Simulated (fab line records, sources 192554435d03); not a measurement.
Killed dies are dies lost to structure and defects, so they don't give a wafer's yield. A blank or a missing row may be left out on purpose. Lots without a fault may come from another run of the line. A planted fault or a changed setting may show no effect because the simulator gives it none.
One fault seen from 3 desks | flow n5_finfet | each desk has only its own numbers; what lay behind them comes last

THE DEFECT DESK
What the inspections along the route counted, lot by lot: means of the sampled wafers that have a number. A lot is out of limits, marked OUT, if its mean lies more than 4 standard deviations from the usual mean; the brackets give that distance.
Columns: A = raw_defect_count at N5_SDB_INSPECT_13, usual 79
lot  | first seen here | A
L593 | day 4 07:11     | 67
L599 | day 5 20:59     | 83
L603 | day 6 20:38     | 84
L604 | day 7 01:10     | 72
L609 | day 8 04:37     | 104
L611 | day 8 15:17     | 142
This desk's finding: nothing out of limits on any of the 6 lots.

THE TOOL OWNER'S DESK: rie_si-02
The tool's own readings at N5_SDB_CUT_ETCH_26 (etches Si in HBr/Cl2/O2, target depth 129.6 nm, bt time 20 s, time 51.8 s): means of the sampled wafers that have a number, for each lot that ran on this tool. A lot is out of limits, marked OUT, if its mean lies more than 4 standard deviations from the usual mean; the brackets give that distance.
Columns: A = drypump_motor_current_A at N5_SDB_CUT_ETCH_26, usual 5.7 A; B = oes_product_au at N5_SDB_CUT_ETCH_26, usual 1.001 a.u.; C = throttle_valve_pct at N5_SDB_CUT_ETCH_26, usual 37.2 %
lot  | first seen here | A   | B     | C
L604 | day 7 01:49     | 5.5 | 0.999 | 37.0
L609 | day 8 05:25     | 6.2 | 0.986 | 36.7
L611 | day 8 16:07     | 5.4 | 0.986 | 37.2
This desk's finding: nothing out of limits on any of the 3 lots.

THE METROLOGY DESK
What the gauges read, lot by lot, whatever tool the lot ran on: means of the sampled wafers that have a number. A lot is out of limits, marked OUT, if its mean lies more than 4 standard deviations from the usual mean; the brackets give that distance. Of its 11 readings 7 are shown: those that lie furthest out on some lot.
Columns: A = DIBL_P at N5_BEOL_M4_RC_MEAS_101, usual 35.8 mV/V; B = IOFF_P at N5_BEOL_M4_RC_MEAS_101, usual 0.20 nA/um; C = ION_N at N5_BEOL_M4_RC_MEAS_101, usual 670 uA/um; D = ION_P at N5_BEOL_M4_RC_MEAS_101, usual 459 uA/um; E = SS_P at N5_BEOL_M4_RC_MEAS_101, usual 73.2 mV/dec; F = VT_N at N5_BEOL_M4_RC_MEAS_101, usual 251 mV; G = VT_P at N5_BEOL_M4_RC_MEAS_101, usual -252 mV
lot  | first seen here | A    | B    | C   | D   | E    | F   | G
L593 | day 4 07:10     | 35.7 | 0.18 | 676 | 464 | 73.4 | 251 | -250
L599 | day 5 20:58     | 35.5 | 0.18 | 673 | 461 | 72.7 | 252 | -254
L603 | day 6 20:37     | 35.7 | 0.18 | 672 | 455 | 73.1 | 248 | -254
L604 | day 7 01:08     | 38.1 | 0.20 | 672 | 456 | 73.2 | 249 | -252
L609 | day 8 04:35     | 37.9 | 0.24 | 686 | 468 | 74.1 | 246 | -249
L611 | day 8 15:16     | 34.3 | 0.22 | 667 | 464 | 73.4 | 251 | -247
This desk's finding: nothing out of limits on any of the 6 lots.

PUT TOGETHER
The defect desk saw nothing out of limits.
The tool owner's desk saw nothing out of limits.
The metrology desk saw nothing out of limits.

WHAT THE SIMULATOR HAD PUT IN
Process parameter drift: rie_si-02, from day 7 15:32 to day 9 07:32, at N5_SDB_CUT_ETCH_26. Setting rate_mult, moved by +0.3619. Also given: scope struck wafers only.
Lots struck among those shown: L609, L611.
